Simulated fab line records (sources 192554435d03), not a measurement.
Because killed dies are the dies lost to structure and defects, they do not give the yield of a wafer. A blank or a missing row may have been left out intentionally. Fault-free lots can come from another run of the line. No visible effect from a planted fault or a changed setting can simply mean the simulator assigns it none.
Split-lot experiment    flow n5_finfet    21 wafers read from 7 lots, route of 1938 steps

## ON THE SPLIT
At N5_MIM_BOT_ETCH_ETCH_04 (etches SiNx in CF4/O2, target depth 26 nm, time 13 s), the setting time_s was moved away from the recipe's 13 s on 8 of the 21 wafers read, by -7.8% to +19.2%. This setting was run at the recipe's value on the other wafers.

The split's own step is where the reading is taken.

## THE READING
etch.depth_nm (the simulator's own value, which no gauge read), in nm, at N5_MIM_BOT_ETCH_ETCH_04 (etches SiNx in CF4/O2, target depth 26 nm, time 13 s). No usual value for it is given in the file. Across the 13 wafers here that went through the recipe, the average is 26.13 nm and the standard deviation 0.62 nm.

wafer   tool, chamber at the split  time_s as run, s  against the recipe  etch.depth_nm, nm  against lot-mates on the recipe
L075.1  rie_diel-04, 0              13                recipe              25.95              -
L075.3  rie_diel-04, 2              13                recipe              25.94              -
L075.4  rie_diel-04, 3              15.5              +19.2%              30.09              +4.14
L078.2  rie_diel-02, 2              14.71             +13.2%              29.57              +2.99
L078.4  rie_diel-02, 0              13                recipe              26.58              -
L078.5  rie_diel-02, 3              14.71             +13.2%              29.7               +3.12
L077.2  rie_diel-03, 0              13                recipe              27.28              -
L077.3  rie_diel-03, 3              13                recipe              26.15              -
L077.4  rie_diel-03, 2              13                recipe              26.76              -
L081.3  rie_diel-02, 0              13                recipe              26.61              -
L081.4  rie_diel-02, 1              14.5              +11.5%              29.16              +2.92
L081.6  rie_diel-02, 2              13                recipe              25.87              -
L079.3  rie_diel-03, 1              13                recipe              24.83              -
L079.4  rie_diel-03, 2              13                recipe              26.37              -
L079.6  rie_diel-03, 1              13                recipe              25.15              -
L082.2  rie_diel-02, 2              13                recipe              25.96              -
L082.4  rie_diel-02, 1              13                recipe              26.29              -
L082.5  rie_diel-02, 1              12.1              -6.9%               24.28              -1.84
L088.3  rie_diel-03, 0              11.99             -7.8%               25.08              no lot-mate on the recipe
L088.5  rie_diel-03, 3              11.99             -7.8%               23.69              no lot-mate on the recipe
L088.6  rie_diel-03, 1              11.99             -7.8%               23.03              no lot-mate on the recipe

FIT RESULTS
A straight line over all 21 wafers: etch.depth_nm changes by +0.249 nm for each +1% of time_s; r = +0.94; the points scatter about the line by 0.66 nm.
The same after taking each lot's own level away (the mean of its wafers on the recipe; 18 wafers): +0.231 nm for each +1%; r = +0.97; scatter 0.4 nm.
According to that fit, moving time_s by its largest amount changes the reading by 4.4 nm.
The lots' own levels span 25.450 to 26.730 nm, that is 2.1 times the standard deviation above.
So the lot-to-lot level changes the slope little: the two slopes agree.
Check: for one of the wafers moved furthest among these (+19.2%), held out of the fit, the line's prediction against its lot-mates is +4.63 nm. It came out at +4.14 nm against them.

## FILE'S OWN FIT
etch.depth_nm changes by +0.23 nm for each +1% of time_s, r = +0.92.
